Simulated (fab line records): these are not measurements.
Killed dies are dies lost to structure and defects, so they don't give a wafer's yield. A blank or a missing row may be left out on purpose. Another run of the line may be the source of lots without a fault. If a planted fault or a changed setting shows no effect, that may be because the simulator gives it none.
Split-lot study -- flow n5 finfet -- on a route of 1938 steps: 7 lots, 21 wafers read

## THE SPLIT
At N5_HKMG_FIN_ETCH_58 (etches SOC in N2/H2, target depth 215.8 nm, time 741 s), the setting source w was moved away from the recipe's 875 W on 3 of the 21 wafers read, by -18.0% to +7.1%. All remaining wafers had this setting at the recipe value.

The split's own step is where the reading is taken.

## THE READING
rf vpp V, in V, at N5_HKMG_FIN_ETCH_58 (etches SOC in N2/H2, target depth 215.8 nm, time 741 s). On this fab line, fault-free wafers typically give 99.2 V with a standard deviation of 0.99 V.

wafer,"tool, chamber at the split","source w as run, W",against the recipe,"rf vpp V, V",against lot-mates on the recipe
L076.1,"rie diel-01, 1",875,recipe,100.8,-
L076.3,"rie diel-01, 0",875,recipe,99.8,-
L076.4,"rie diel-01, 3",875,recipe,98.2,-
L083.1,"rie diel-05, 3",875,recipe,99.0,-
L083.3,"rie diel-05, 2",875,recipe,99.9,-
L083.4,"rie diel-05, 3",717.7,-18.0%,107.7,+8.2
L084.1,"rie diel-05, 3",875,recipe,98.5,-
L084.3,"rie diel-05, 0",875,recipe,99.6,-
L084.5,"rie diel-05, 2",875,recipe,98.8,-
L086.1,"rie diel-05, 3",875,recipe,98.3,-
L086.2,"rie diel-05, 1",875,recipe,99.9,-
L086.6,"rie diel-05, 1",875,recipe,99.2,-
L090.1,"rie diel-01, 2",875,recipe,98.3,-
L090.4,"rie diel-01, 3",875,recipe,98.6,-
L090.6,"rie diel-01, 3",937.4,+7.1%,96.7,-1.7
L096.1,"rie diel-05, 2",875,recipe,98.4,-
L096.3,"rie diel-05, 3",875,recipe,98.3,-
L096.4,"rie diel-05, 0",875,recipe,99.2,-
L097.2,"rie diel-01, 1",770,-12.0%,101.5,+2.8
L097.4,"rie diel-01, 3",875,recipe,98.6,-
L097.5,"rie diel-01, 2",875,recipe,98.8,-

FIT RESULTS
A straight line over all 21 wafers: rf vpp V changes by -0.391 V for each +1% of source w; r = -0.90; the points scatter about the line by 0.94 V.
The same after taking each lot's own level away (the mean of its wafers on the recipe; 21 wafers): -0.374 V for each +1%; r = -0.92; scatter 0.81 V.
On that fit, the largest move of source w shifts the reading by 6.7 V.
From 98.45 to 99.60 V: that is the span of the lots' own levels, equal to 1.2 times the standard deviation above.
The two slopes agree, so the slope changes little with the lot-to-lot level.
Check: +4.25 V against its lot-mates is what the line predicts for one of the wafers moved furthest among these (-18.0%) when that wafer is left out of the fit. It came out at +8.25 V against them.
Tool readings at the split's step, against how far the setting was moved: rf vpp V r = -0.90.

## FURTHER SPLITS ON THESE WAFERS
These wafers also went through other splits before the reading. Each is held against what the fit with the lots' levels taken away leaves over:
other split on the same wafers,wafers away from the commonest value,r with rf vpp V (lot level and that fit taken away)
N5_FIN_CUT_EXPOSE_05 dose mj,4,+0.13
N5_DUMMY_GATE_HM_DEP_06 time s,15,+0.23
N5_SD_EPI_N_COAT_33 spin rpm,9,+0.21
N5_SD_EPI_N_COAT_03 spin rpm,6,-0.15
N5_SDB_COAT_03 spin rpm,7,+0.27
N5_SDB_ETCH_17 bias w,9,-0.20

## THE FILE'S OWN FIT
rf vpp V changes by -0.379 V for each +1% of source w, r = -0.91.
